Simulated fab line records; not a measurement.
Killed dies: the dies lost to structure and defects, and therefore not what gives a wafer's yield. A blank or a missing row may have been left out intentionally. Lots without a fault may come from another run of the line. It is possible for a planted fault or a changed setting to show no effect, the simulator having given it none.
Matching of chambers | flow n5_finfet | 4 sister chambers for N5_BEOL_M9_ALD_74 on ald_metal-03
The step deposits TaN, target thk 2 nm, pulse time 2 s, purge time 3 s. 4 wafers are shown with their chamber, then 8 later ones without.

## WAFERS, EACH WITH ITS CHAMBER
wafer  | chamber | heater_power_w (W)
L088.6 | 2       | 325
L089.1 | 0       | 374
L089.2 | 1       | 392
L095.2 | 3       | 395

## WAFERS WHOSE CHAMBER IS MISSING
wafer  | heater_power_w (W)
L095.3 | 321
L095.6 | 317
L093.1 | 366
L093.3 | 396
L093.5 | 386
L094.1 | 370
L094.4 | 380
L094.5 | 393

## THE CHAMBER EACH PASSED THROUGH
wafer  | from the rows above          | in truth
L095.3 | 2                            | 2
L095.6 | 2                            | 2
L093.1 | 0                            | 0
L093.3 | can't be placed: 3 or 1      | 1
L093.5 | can't be placed: 1 or 3 or 0 | 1
L094.1 | 0                            | 0
L094.4 | can't be placed: 0 or 1 or 3 | 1
L094.5 | can't be placed: 1 or 3      | 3
4 of 8 placed correctly. Cannot be placed on the basis of these rows: 4; the candidates contain the true chamber in 4. Number placed wrongly: 0.
How it was worked out, from the rows above alone: a wafer's distance from a chamber is the root of the sum, over the readings, of the square of ((its reading less the chamber's mean) divided by the reading's scatter). If the next closest chamber is less than 2 further off than the closest, the wafer can't be placed; otherwise it belongs to the closest. The mean given for a chamber averages the wafers shown for that chamber. The scatter: with one shown wafer a chamber, the root of the mean of the squares of how far each hidden wafer lies from its nearest shown one.
